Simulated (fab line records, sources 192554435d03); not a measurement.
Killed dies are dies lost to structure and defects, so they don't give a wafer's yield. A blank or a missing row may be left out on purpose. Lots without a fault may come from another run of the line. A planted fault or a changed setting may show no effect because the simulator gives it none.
Which tool did it? | flow n5_finfet | 24 lots, 72 wafers sampled, at 4 steps of a route of 1938

WHAT THE GAUGES READ, wafer by wafer
N5_BEOL_M5_RS_MEAS_57: measures by four-point-probe.
lot  | measured     | on            | M5_RS (ohm/sq)
L074 | day 8 12:03  | film_metro-01 | 0.406 0.414 0.397
L075 | day 8 13:16  | film_metro-01 | 0.411 0.401 0.378
L076 | day 9 01:13  | film_metro-01 | 0.387 0.385 0.373
L078 | day 9 04:07  | film_metro-01 | 0.402 0.401 0.412
L077 | day 9 10:46  | film_metro-02 | 0.377 0.379 0.389
L079 | day 9 11:02  | film_metro-02 | 0.402 0.368 0.390
L080 | day 9 15:32  | film_metro-02 | 0.377 0.402 0.406
L081 | day 9 20:47  | film_metro-01 | 0.420 0.432 0.408
L082 | day 10 12:13 | film_metro-02 | 0.404 0.423 0.400
L083 | day 10 15:55 | film_metro-01 | 0.401 0.406 0.396
L084 | day 10 19:56 | film_metro-02 | 0.376 0.400 0.393
L085 | day 11 02:20 | film_metro-01 | 0.380 0.373 0.381
L086 | day 11 03:59 | film_metro-01 | 0.414 0.367 0.392
L087 | day 11 16:58 | film_metro-01 | 0.393 0.396 0.392
L089 | day 11 19:47 | film_metro-02 | 0.383 0.365 0.389
L088 | day 12 06:15 | film_metro-02 | 0.393 0.405 0.372
L090 | day 12 11:47 | film_metro-01 | 0.388 0.394 0.398
L091 | day 12 14:13 | film_metro-01 | 0.398 0.400 0.409
L093 | day 13 00:04 | film_metro-02 | 0.409 0.412 0.382
L092 | day 13 04:38 | film_metro-01 | 0.394 0.395 0.397
L095 | day 13 09:51 | film_metro-01 | 0.388 0.398 0.405
L094 | day 13 14:35 | film_metro-01 | 0.390 0.374 0.396
L096 | day 13 20:26 | film_metro-02 | 0.410 0.403 0.433
L097 | day 14 11:19 | film_metro-01 | 0.400 0.399 0.399

N5_BEOL_M5_INSPECT_58: inspects for defects (darkfield).
lot  | measured     | on                | raw_defect_count
L074 | day 8 12:05  | defect_inspect-02 | 149 51 79
L075 | day 8 13:17  | defect_inspect-01 | 80 114 85
L076 | day 9 01:14  | defect_inspect-01 | 123 99 56
L078 | day 9 04:08  | defect_inspect-01 | 53 67 82
L077 | day 9 10:47  | defect_inspect-02 | 58 71 51
L079 | day 9 11:04  | defect_inspect-01 | 99 148 95
L080 | day 9 15:34  | defect_inspect-01 | 105 64 66
L081 | day 9 20:49  | defect_inspect-02 | 65 100 98
L082 | day 10 12:14 | defect_inspect-02 | 60 53 53
L083 | day 10 15:56 | defect_inspect-02 | 80 39 32
L084 | day 10 19:58 | defect_inspect-02 | 51 37 84
L085 | day 11 02:22 | defect_inspect-01 | 78 52 80
L086 | day 11 04:01 | defect_inspect-01 | 44 38 56
L087 | day 11 16:59 | defect_inspect-01 | 150 86 117
L089 | day 11 19:49 | defect_inspect-01 | 52 78 33
L088 | day 12 06:17 | defect_inspect-02 | 79 60 72
L090 | day 12 11:48 | defect_inspect-01 | 80 79 52
L091 | day 12 14:14 | defect_inspect-01 | 98 66 81
L093 | day 13 00:05 | defect_inspect-01 | 58 74 37
L092 | day 13 04:40 | defect_inspect-01 | 115 74 104
L095 | day 13 09:52 | defect_inspect-01 | 38 61 56
L094 | day 13 14:37 | defect_inspect-01 | 94 57 57
L096 | day 13 20:27 | defect_inspect-02 | 66 101 53
L097 | day 14 11:20 | defect_inspect-01 | 85 119 69

WHICH TOOL RAN EACH LOT (tool, then ch and the chambers of the sampled wafers, then the start)
lot  | N5_BEOL_M5_SURFACE_TREAT_87  | N5_BEOL_M5_ANNEAL_49
L074 | pvd_sputter-02, day 8 06:26  | pvd_sputter-01, day 8 06:44
L075 | pvd_sputter-02, day 8 06:44  | pvd_sputter-03, day 8 07:56
L076 | pvd_sputter-03, day 8 19:14  | pvd_sputter-01, day 8 19:53
L078 | pvd_sputter-03, day 8 22:25  | pvd_sputter-02, day 8 22:46
L077 | pvd_sputter-02, day 9 05:07  | pvd_sputter-02, day 9 05:24
L079 | pvd_sputter-02, day 9 05:11  | pvd_sputter-01, day 9 05:40
L080 | pvd_sputter-02, day 9 09:47  | pvd_sputter-01, day 9 10:06
L081 | pvd_sputter-03, day 9 15:05  | pvd_sputter-02, day 9 15:28
L082 | pvd_sputter-01, day 10 02:14 | pvd_sputter-02, day 10 02:33
L083 | pvd_sputter-01, day 10 08:31 | pvd_sputter-03, day 10 10:35
L084 | pvd_sputter-01, day 10 12:23 | pvd_sputter-02, day 10 14:22
L085 | pvd_sputter-03, day 10 20:26 | pvd_sputter-03, day 10 20:51
L086 | pvd_sputter-02, day 10 22:16 | pvd_sputter-01, day 10 22:38
L087 | pvd_sputter-02, day 11 11:19 | pvd_sputter-01, day 11 11:38
L089 | pvd_sputter-03, day 11 13:52 | pvd_sputter-02, day 11 14:28
L088 | pvd_sputter-03, day 12 00:19 | pvd_sputter-03, day 12 00:50
L090 | pvd_sputter-03, day 12 05:59 | pvd_sputter-03, day 12 06:27
L091 | pvd_sputter-02, day 12 08:35 | pvd_sputter-02, day 12 08:53
L093 | pvd_sputter-02, day 12 18:14 | pvd_sputter-03, day 12 18:40
L092 | pvd_sputter-01, day 12 22:44 | pvd_sputter-01, day 12 23:14
L095 | pvd_sputter-01, day 13 04:02 | pvd_sputter-01, day 13 04:31
L094 | pvd_sputter-01, day 13 08:55 | pvd_sputter-01, day 13 09:16
L096 | pvd_sputter-02, day 13 14:21 | pvd_sputter-03, day 13 14:54
L097 | pvd_sputter-03, day 14 05:37 | pvd_sputter-03, day 14 05:59
- N5_BEOL_M5_SURFACE_TREAT_87
- N5_BEOL_M5_ANNEAL_49: time 1800 s.

WHAT THE TOOLS THEMSELVES READ (means of the sampled wafers that have a number; where no wafer has one, the mark that the record gives instead)
N5_BEOL_M5_ANNEAL_49.
lot  | tool           | heater_power_w (W)
L074 | pvd_sputter-01 | 914
L075 | pvd_sputter-03 | 891
L076 | pvd_sputter-01 | 926
L078 | pvd_sputter-02 | 820
L077 | pvd_sputter-02 | 833
L079 | pvd_sputter-01 | 842
L080 | pvd_sputter-01 | 886
L081 | pvd_sputter-02 | 762
L082 | pvd_sputter-02 | 817
L083 | pvd_sputter-03 | 908
L084 | pvd_sputter-02 | 790
L085 | pvd_sputter-03 | 935
L086 | pvd_sputter-01 | 918
L087 | pvd_sputter-01 | 828
L089 | pvd_sputter-02 | 782
L088 | pvd_sputter-03 | 882
L090 | pvd_sputter-03 | 939
L091 | pvd_sputter-02 | 758
L093 | pvd_sputter-03 | 922
L092 | pvd_sputter-01 | 887
L095 | pvd_sputter-01 | 922
L094 | pvd_sputter-01 | 906
L096 | pvd_sputter-03 | 867
L097 | pvd_sputter-03 | 916

THE ANSWER, worked out from the rows above alone
Rule: what is usual is taken from the lots themselves. Put in order of their means at a reading, lots are off if they are a third of the lots or fewer, leave a main group of 4 or more, and stand apart from it by a gap of 3 or more times the standard deviation of the main group's means; of several such gaps the widest counts. A main group whose means are all the same, to the digits that the tables above print for the reading, isn't used. A lot without any number at a reading at which 4 lots or more have one is off too. The other lots that the step has rows for count as sound. The gauges are gone through in route order, then the tools' own readings, and for those a lot's mean is taken as printed above. The first step at which some lot is off is used, and at that step the reading that is off furthest; a lot without a number counts as furthest.
No lot is off at any reading shown: from this, nothing can be told.

WHAT THE SIMULATOR HAD PUT IN
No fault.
